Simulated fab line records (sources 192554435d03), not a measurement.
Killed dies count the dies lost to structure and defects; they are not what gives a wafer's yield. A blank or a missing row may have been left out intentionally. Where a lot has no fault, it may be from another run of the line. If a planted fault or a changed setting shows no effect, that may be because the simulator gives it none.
Split-lot trial	flow n5 finfet	39 wafers read across 7 lots, on a route 1938 steps long

## THE SPLIT
At N5_MOL_CONTACT_COAG_IMPLANT_129, the setting energy kev was moved away from the recipe's 3 on 15 of the 39 wafers read, by -27.1% to +9.9%. For the rest of the wafers, this setting stayed at what the recipe calls for.

The split's own step is where the reading is taken.

## THE READING
The simulator's own value implant.drp nm, read by no gauge, in nm at N5_MOL_CONTACT_COAG_IMPLANT_129. The file does not state a usual value for it.

wafer	tool, chamber at the split	energy kev as run	against the recipe	implant.drp nm, nm	against lot-mates on the recipe
L076.1	implanter-01, 0	3	recipe	2.134	-
L076.2	implanter-01, 0	3	recipe	2.134	-
L076.3	implanter-01, 0	3	recipe	2.134	-
L076.4	implanter-01, 0	3	recipe	2.134	-
L076.5	implanter-01, 0	3	recipe	2.134	-
L076.6	implanter-01, 0	3	recipe	2.134	-
L077.1	implanter-01, 0	3	recipe	2.134	-
L077.2	implanter-01, 0	3	recipe	2.134	-
L077.6	implanter-01, 0	3	recipe	2.134	-
L077.3	implanter-01, 0	2.187	-27.1%	1.756	-0.378
L077.4	implanter-01, 0	2.187	-27.1%	1.756	-0.378
L077.5	implanter-01, 0	2.187	-27.1%	1.756	-0.378
L078.1	implanter-01, 0	3	recipe	2.134	-
L078.4	implanter-01, 0	3	recipe	2.134	-
L078.5	implanter-01, 0	3	recipe	2.134	-
L078.2	implanter-01, 0	3.248	+8.3%	2.242	+0.108
L078.3	implanter-01, 0	3.248	+8.3%	2.242	+0.108
L078.6	implanter-01, 0	3.248	+8.3%	2.242	+0.108
L080.1	implanter-01, 0	2.412	-19.6%	1.865	-0.269
L080.3	implanter-01, 0	2.412	-19.6%	1.865	-0.269
L080.4	implanter-01, 0	2.412	-19.6%	1.865	-0.269
L080.2	implanter-01, 0	3	recipe	2.134	-
L080.5	implanter-01, 0	3	recipe	2.134	-
L080.6	implanter-01, 0	3	recipe	2.134	-
L085.1	implanter-01, 0	3	recipe	2.134	-
L085.3	implanter-01, 0	3	recipe	2.134	-
L085.5	implanter-01, 0	3	recipe	2.134	-
L088.1	implanter-01, 0	3	recipe	2.134	-
L088.4	implanter-01, 0	3	recipe	2.134	-
L088.6	implanter-01, 0	3	recipe	2.134	-
L088.2	implanter-01, 0	2.477	-17.4%	1.895	-0.239
L088.3	implanter-01, 0	2.477	-17.4%	1.895	-0.239
L088.5	implanter-01, 0	2.477	-17.4%	1.895	-0.239
L090.1	implanter-02, 0	3	recipe	2.134	-
L090.4	implanter-02, 0	3	recipe	2.134	-
L090.5	implanter-02, 0	3	recipe	2.134	-
L090.2	implanter-02, 0	3.297	+9.9%	2.263	+0.129
L090.3	implanter-02, 0	3.297	+9.9%	2.263	+0.129
L090.6	implanter-02, 0	3.297	+9.9%	2.263	+0.129

THE FIT
A straight line over all 39 wafers: implant.drp nm changes by +0.0137 nm for each +1% of energy kev; r = +1.00; the points scatter about the line by 0.0027 nm.
The same after taking each lot's own level away (the mean of its wafers on the recipe; 39 wafers): +0.0137 nm for each +1%; r = +1.00; scatter 0.0027 nm.
The reading moves by 0.37 nm for the largest change in energy kev, on that fit.
The lots' own levels span 2.1340 to 2.1340 nm.
Hence the lot-to-lot level has little effect on the slope; both slopes agree.
Check: -0.372 nm against its lot-mates is what the line predicts for one of the wafers moved furthest among these (-27.1%) when that wafer is left out of the fit. Against them it came out at -0.378 nm.

## OTHER SPLITS ON THESE WAFERS
Other splits were also applied to these wafers ahead of the reading. Each is held against what the fit with the lots' levels taken away leaves over:
other split on the same wafers	wafers away from the commonest value	r with implant.drp nm (lot level and that fit taken away)
N5_PMOS_HMC_CHANNEL_EPI_FIN_RECESS_16 time s	15	-0.11
N5_FIN_SAQP_ALD_61 ald cycles	12	+0.00
N5_DUMMY_GATE_ETCH_31 target depth a	15	-0.04
N5_HKMG_FIN_ETCH_54 bias w	9	+0.05

## THE WHOLE CHAIN: every reading that the file lists as answering this split, in the file's order
step	what it does	reading	change (the file's fit)	r (the file's)
N5_MOL_CONTACT_COAG_IMPLANT_129		implant.rp nm (the simulator's own value, which no gauge read)	+0.035 nm for each +1% of the setting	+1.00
N5_MOL_CONTACT_COAG_IMPLANT_129		implant.drp nm (the simulator's own value, which no gauge read)	+0.0138 nm for each +1% of the setting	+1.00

## THE FILE'S OWN FIT
implant.drp nm changes by +0.0138 nm for each +1% of energy kev, r = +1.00.
